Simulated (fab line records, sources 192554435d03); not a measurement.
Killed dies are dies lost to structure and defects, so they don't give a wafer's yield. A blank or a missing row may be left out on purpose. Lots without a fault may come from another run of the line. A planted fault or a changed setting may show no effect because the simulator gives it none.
Split-lot experiment | flow n5_finfet | 7 lots, 21 wafers read, on a route of 1938 steps

THE SPLIT
At N5_BEOL_M15_COAT_04 (resist thk 800 nm), the setting spin_rpm was moved away from the recipe's 1704 rpm on 7 of the 21 wafers read, by -10.7% to +3.6%. The other wafers ran this setting at the recipe's value.

FROM THE SPLIT TO THE READING: what the file shows between them, 7 steps
- N5_BEOL_M15_EXPOSE_07: exposes mask V14 (also split here: dose_mj)
- N5_BEOL_M15_PEB_08: peb time 90 s
- N5_BEOL_M15_DEVELOP_09: develop time 45 s
- N5_BEOL_M15_HARDBAKE_14: time 120 s
- N5_BEOL_M15_CD_MEAS_10: target cd 360 nm
- N5_BEOL_M15_DESCUM_15: chemistry O2, time 7.9 s
- N5_BEOL_M15_ETCH_59: etches BARC in N2/H2, target depth 89 nm, overetch 26.7 nm, time 67.9 s

THE READING
coat_of_BEOL_M15_COAT_04.thk_nm (the simulator's own value, which no gauge read), in nm, at N5_BEOL_M15_VIA_ETCH_16 (etches SiO2 in C4F8/O2/Ar, target depth 1792.2 nm). The file gives no usual value for it. The 14 wafers here that ran the recipe average 329.1 nm, standard deviation 7.1 nm.

wafer  | tool, chamber at the split | spin_rpm as run, rpm | against the recipe | coat_of_BEOL_M15_COAT_04.thk_nm, nm | against lot-mates on the recipe
L076.1 | litho_track-03, 0          | 1540                 | -9.6%              | 366.6                               | +50.4
L076.4 | litho_track-03, 0          | 1540                 | -9.6%              | 362.8                               | +46.6
L076.5 | litho_track-03, 0          | 1704                 | recipe             | 316.2                               | -
L075.2 | litho_track-03, 0          | 1704                 | recipe             | 323                                 | -
L075.3 | litho_track-03, 0          | 1704                 | recipe             | 339                                 | -
L075.4 | litho_track-03, 0          | 1704                 | recipe             | 327                                 | -
L078.1 | litho_track-02, 0          | 1704                 | recipe             | 334.8                               | -
L078.4 | litho_track-02, 0          | 1704                 | recipe             | 336.2                               | -
L078.6 | litho_track-02, 0          | 1704                 | recipe             | 314.6                               | -
L084.1 | litho_track-02, 0          | 1534                 | -10.0%             | 379.6                               | +44.0
L084.2 | litho_track-02, 0          | 1704                 | recipe             | 335.6                               | -
L084.5 | litho_track-02, 0          | 1534                 | -10.0%             | 367.4                               | +31.8
L090.1 | litho_track-04, 0          | 1765                 | +3.6%              | 308.6                               | -22.0
L090.2 | litho_track-04, 0          | 1765                 | +3.6%              | 325.4                               | -5.2
L090.4 | litho_track-04, 0          | 1704                 | recipe             | 330.6                               | -
L094.1 | litho_track-04, 0          | 1704                 | recipe             | 330.4                               | -
L094.3 | litho_track-04, 0          | 1704                 | recipe             | 332.6                               | -
L094.5 | litho_track-04, 0          | 1521                 | -10.7%             | 371.2                               | +39.7
L095.1 | litho_track-02, 0          | 1704                 | recipe             | 333.2                               | -
L095.2 | litho_track-02, 0          | 1704                 | recipe             | 329.4                               | -
L095.6 | litho_track-02, 0          | 1704                 | recipe             | 324.2                               | -

THE FIT
A straight line over all 21 wafers: coat_of_BEOL_M15_COAT_04.thk_nm changes by -3.99 nm for each +1% of spin_rpm; r = -0.94; the points scatter about the line by 7.2 nm.
The same after taking each lot's own level away (the mean of its wafers on the recipe; 21 wafers): -4.19 nm for each +1%; r = -0.95; scatter 6.8 nm.
On that fit, the largest move of spin_rpm shifts the reading by 45 nm.
The lots' own levels span 316.20 to 335.60 nm, that is 2.7 times the standard deviation above.
So the lot-to-lot level changes the slope little: the two slopes agree.
Check: with one of the wafers moved furthest among these (-10.7%) left out of the fit, the line predicts +46.9 nm for it against its lot-mates. It came out at +39.7 nm against them.

OTHER SPLITS ON THESE WAFERS
These wafers also went through other splits before the reading. Each is held against what the fit with the lots' levels taken away leaves over:
other split on the same wafers | wafers away from the commonest value | r with coat_of_BEOL_M15_COAT_04.thk_nm (lot level and that fit taken away)
N5_BEOL_M13_COAT_04 spin_rpm   | 8                                    | -0.15
N5_BEOL_M14_SPUTTER_43 power_w | 9                                    | -0.27
N5_BEOL_M15_EXPOSE_07 dose_mj  | 2                                    | -0.11

THE WHOLE CHAIN: every reading that the file lists as answering this split, in the file's order
step                    | what it does                                      | reading                                                                          | change (the file's fit)              | r (the file's)
N5_BEOL_M15_COAT_04     | resist thk 800 nm                                 | coat_of_BEOL_M15_COAT_04.thk_nm (the simulator's own value, which no gauge read) | -4.24 nm for each +1% of the setting | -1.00
N5_BEOL_M15_VIA_ETCH_16 | etches SiO2 in C4F8/O2/Ar, target depth 1792.2 nm | coat_of_BEOL_M15_COAT_04.thk_nm (the simulator's own value, which no gauge read) | -4.12 nm for each +1% of the setting | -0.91

THE FILE'S OWN FIT
coat_of_BEOL_M15_COAT_04.thk_nm changes by -4.12 nm for each +1% of spin_rpm, r = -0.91.
